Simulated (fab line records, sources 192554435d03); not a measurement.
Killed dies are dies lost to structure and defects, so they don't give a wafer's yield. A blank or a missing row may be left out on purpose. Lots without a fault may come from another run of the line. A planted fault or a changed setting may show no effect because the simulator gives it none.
Chamber matching | flow n5_finfet | N5_SDB_HM_OPEN_20 on rie_diel-06: 4 sister chambers
The step chemistry CH3F/O2, target SiNx, stops on poly-Si, target depth 24 nm. 14 wafers are shown with their chamber, then 7 later ones without.

WAFERS WITH THEIR CHAMBER
wafer  | chamber | drypump_motor_current_A (A) | showerhead_plenum_p_Torr (Torr) | throttle_valve_pct (%)
L077.2 | 0       | 6.1                         | 2.12                            | 15.80
L077.3 | 3       | 5.8                         | 2.12                            | 16.09
L077.6 | 1       | 6.1                         | 1.94                            | 16.25
L082.1 | 2       | 5.1                         | 2.05                            | 15.84
L082.3 | 0       | 6.1                         | 2.12                            | 15.81
L082.4 | 1       | 6.1                         | 1.94                            | 16.26
L083.4 | 1       | 6.1                         | 1.94                            | 16.25
L083.5 | 2       | 5.1                         | 2.05                            | 15.85
L083.6 | 0       | 6.1                         | 2.12                            | 15.81
L085.1 | 1       | 6.1                         | 1.94                            | 16.28
L085.3 | 0       | 6.2                         | 2.12                            | 15.83
L085.6 | 1       | 6.1                         | 1.94                            | 16.27
L094.2 | 3       | 5.8                         | 2.11                            | 16.12
L094.3 | 1       | 6.1                         | 1.93                            | 16.30

SIGNATURES (means of the wafers above)
reading                  | chamber 0 | chamber 1 | chamber 2 | chamber 3 | scatter within a chamber
drypump_motor_current_A  | 6.125     | 6.100     | 5.100     | 5.800     | 0.0274
showerhead_plenum_p_Torr | 2.1200    | 1.9383    | 2.0500    | 2.1150    | 0.00365
throttle_valve_pct       | 15.8125   | 16.2683   | 15.8450   | 16.1050   | 0.0169
Rule: a wafer's distance from a chamber is the root of the sum, over the readings, of the square of ((its reading less the chamber's mean) divided by the reading's scatter). The wafer belongs to the nearest chamber; if the next one is less than 2 further off, it can't be placed. The scatter: the root of (the sum of the squares of (reading less its chamber's mean) over the shown wafers, divided by (wafers less chambers)).

WAFERS WITHOUT THEIR CHAMBER
wafer  | drypump_motor_current_A (A) | showerhead_plenum_p_Torr (Torr) | throttle_valve_pct (%)
L094.5 | 6.1                         | 1.93                            | 16.31
L095.4 | 5.1                         | 2.04                            | 15.89
L095.5 | 5.8                         | 2.11                            | 16.12
L095.6 | 6.1                         | 2.11                            | 15.86
L096.2 | 5.8                         | 2.11                            | 16.13
L096.3 | 5.1                         | 2.04                            | 15.91
L096.6 | 5.8                         | 2.11                            | 16.14

WHICH CHAMBER EACH WENT THROUGH
wafer  | from the rows above | in truth
L094.5 | 1                   | 1
L095.4 | 2                   | 2
L095.5 | 3                   | 3
L095.6 | 0                   | 0
L096.2 | 3                   | 3
L096.3 | 2                   | 2
L096.6 | 3                   | 3
Placed correctly: 7 of 7. Can't be placed from these rows: 0. Placed wrongly: 0.
